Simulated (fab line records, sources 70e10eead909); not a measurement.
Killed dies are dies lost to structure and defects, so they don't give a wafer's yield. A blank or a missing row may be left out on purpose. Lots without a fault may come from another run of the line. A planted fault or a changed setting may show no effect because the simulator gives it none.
Problem report in the 8D (eight disciplines) form, filled by code | flow nand_harc | the parts of the form that need people (team, actions taken, sign-off) are left out

1. THE PROBLEM
raw_defect_count at NHARC_A_M1_INSPECT_27 reads a mean of 4864 on 3 wafers of 3 lots; wafers without a fault read 463 with a standard deviation of 120. That is +37 standard deviations from the usual mean.
First seen on wafer L217.6, day 22 07:52, on defect_inspect-01. The record holds 36 wafers of 12 lots with a number at this step. Rule for "out", or "out of limits": more than 4 standard deviations from the usual mean. The other wafers with a number count as sound.

2. WHAT IT IS AND WHAT IT IS NOT
question                    | is                                   | is not
which readings at this step | raw_defect_count                     | -
which lots                  | L217, L219, L225                     | L206, L207, L208, L212, L214, L216, L226, L227, L228
which wafers of those lots  | L217.6, L219.6, L225.2               | L217.1, L217.3, L219.1, L219.3, L225.1, L225.4
read on which gauges        | defect_inspect-01, defect_inspect-02 | -
when                        | from day 22 07:52                    | up to then (20 sound wafers); but 13 sound wafers of L219, L225, L226, L227, L228 came after

3. SUSPECTS, AND WHAT RULES EACH OUT
Counting: a tool at a process step up to the reading stays a suspect if it ran every lot that is out. Sound lots after the first of them don't rule it out here, since some wafers of a struck lot are sound.
- the gauge at NHARC_A_M1_INSPECT_27: ruled out. The wafers that are out were read on 2 gauges (defect_inspect-01, defect_inspect-02).
- cmp-03 at NHARC_A_M1_CMP_23 (polishes, t overpolish 20 s, target thk 154.34 nm): kept. It ran every lot that is out, first L217 (day 22 07:23); its last sound lot up to then is L216 (day 20 20:37). Its own readings are out on those wafers: time_to_endpoint_s.
Left after counting: cmp-03 at NHARC_A_M1_CMP_23.

4. THE CAUSE (what the simulator had put in)
Process parameter drift: cmp-03, from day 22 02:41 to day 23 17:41, at NHARC_A_M1_CMP_23. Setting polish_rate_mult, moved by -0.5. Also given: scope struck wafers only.
Counting left only this tool.

5. THE CHAIN OF EFFECTS, in route order
Each row: a reading whose mean over the struck wafers that have a number lies more than 3 standard deviations from the usual. Only readings for which the record gives a usual standard deviation are gone through. hours: the time from each lot's start at the first step in this table that gives one to its start at this step, as a median over the lots. sigmas: the change in usual standard deviations.
hours | step                  | reading              | usual  | on struck wafers | change | sigmas
0     | NHARC_A_M1_CMP_23     | time_to_endpoint_s   | 27.5 s | 37.5             | +10.0  | +4.3
0     | NHARC_A_M1_INSPECT_27 | raw_defect_count     | 463    | 4864             | +4401  | +37
45    | NHARC_END_SORT_01     | defect_limited_yield | 95.4 % | 0.0              | -95.4  | -64
45    | NHARC_END_SORT_01     | killed_at_array      | 28     | 674              | +646   | +65
45    | NHARC_END_SORT_01     | killed_dies          | 31     | 677              | +646   | +65
45    | NHARC_END_SORT_01     | sort_bin_3_pct       | 0.29 % | 94.93            | +94.64 | +99 or more
45    | NHARC_END_SORT_01     | sort_n_pass          | 646    | 0                | -646   | -65
45    | NHARC_END_SORT_01     | sort_rim_yield_pct   | 94.7 % | 0.0              | -94.7  | -32
45    | NHARC_END_SORT_01     | sort_yield_pct       | 95.4 % | 0.0              | -95.4  | -64
The process steps in it:
- NHARC_A_M1_CMP_23: polishes, t overpolish 20 s, target thk 154.34 nm.

6. WHAT WOULD HAVE CAUGHT IT SOONER
In this record the first reading out of limits at a measuring or inspecting step was taken at day 22 07:52, 5 hours after the fault began at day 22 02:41.
The tool's own readings at NHARC_A_M1_CMP_23 were out on every struck wafer that the step has a row for (time_to_endpoint_s): an alarm limit on them would have fired on the first of those.
Of the lots that are out (3), L219, L225 began NHARC_A_M1_CMP_23 on cmp-03 after day 22 07:52. A hold on the tool at that time would have spared those 2.
